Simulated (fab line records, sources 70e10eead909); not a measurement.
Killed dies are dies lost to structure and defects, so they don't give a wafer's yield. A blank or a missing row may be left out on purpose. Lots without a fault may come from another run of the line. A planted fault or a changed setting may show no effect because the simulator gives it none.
Chamber matching | flow nand_harc | NHARC_A_M1_ETCH_35 on rie_diel-09: 4 sister chambers
The step etches the open film in N2/H2, target depth 40 nm, overetch 12 nm, time 43.94 s. 16 wafers are shown with their chamber, then 8 later ones without.

WAFERS WITH THEIR CHAMBER
wafer  | chamber | showerhead_plenum_p_Torr (Torr) | drypump_motor_current_A (A) | rf_vpp_V (V)
L075.2 | 1       | 1.99                            | 5.8                         | 431.3
L075.3 | 0       | 2.18                            | 5.3                         | 434.3
L075.4 | 3       | 2.09                            | 5.0                         | 433.1
L076.4 | 3       | 2.09                            | 5.0                         | 431.6
L076.5 | 3       | 2.09                            | 5.0                         | 432.6
L076.6 | 0       | 2.18                            | 5.3                         | 433.8
L082.3 | 2       | 2.14                            | 5.4                         | 432.5
L082.5 | 3       | 2.09                            | 5.0                         | 431.7
L082.6 | 0       | 2.18                            | 5.4                         | 432.6
L080.2 | 0       | 2.18                            | 5.3                         | 433.4
L080.3 | 1       | 1.99                            | 5.8                         | 428.9
L080.4 | 1       | 1.99                            | 5.8                         | 429.2
L088.2 | 0       | 2.18                            | 5.4                         | 432.1
L088.3 | 2       | 2.14                            | 5.4                         | 432.7
L088.4 | 3       | 2.09                            | 5.0                         | 432.5
L093.1 | 3       | 2.08                            | 5.0                         | 432.9

SIGNATURES (means of the wafers above)
reading                  | chamber 0 | chamber 1 | chamber 2 | chamber 3 | scatter within a chamber
showerhead_plenum_p_Torr | 2.1800    | 1.9900    | 2.1400    | 2.0883    | 0.00264
drypump_motor_current_A  | 5.340     | 5.800     | 5.400     | 5.000     | 0.0316
rf_vpp_V                 | 433.240   | 429.800   | 432.600   | 432.400   | 0.843
Rule: a wafer's distance from a chamber is the root of the sum, over the readings, of the square of ((its reading less the chamber's mean) divided by the reading's scatter). The wafer belongs to the nearest chamber; if the next one is less than 2 further off, it can't be placed. The scatter: the root of (the sum of the squares of (reading less its chamber's mean) over the shown wafers, divided by (wafers less chambers)).

WAFERS WITHOUT THEIR CHAMBER
wafer  | showerhead_plenum_p_Torr (Torr) | drypump_motor_current_A (A) | rf_vpp_V (V)
L093.4 | 2.08                            | 5.0                         | 432.5
L093.6 | 2.14                            | 5.4                         | 432.8
L092.1 | 1.99                            | 5.8                         | 428.3
L092.2 | 2.14                            | 5.4                         | 432.1
L092.5 | 2.14                            | 5.3                         | 433.5
L095.1 | 1.99                            | 5.8                         | 430.1
L095.2 | 2.14                            | 5.4                         | 432.8
L095.4 | 2.09                            | 5.0                         | 432.9

WHICH CHAMBER EACH WENT THROUGH
wafer  | from the rows above | in truth
L093.4 | 3                   | 3
L093.6 | 2                   | 2
L092.1 | 1                   | 1
L092.2 | 2                   | 2
L092.5 | 2                   | 2
L095.1 | 1                   | 1
L095.2 | 2                   | 2
L095.4 | 3                   | 3
Placed correctly: 8 of 8. Can't be placed from these rows: 0. Placed wrongly: 0.
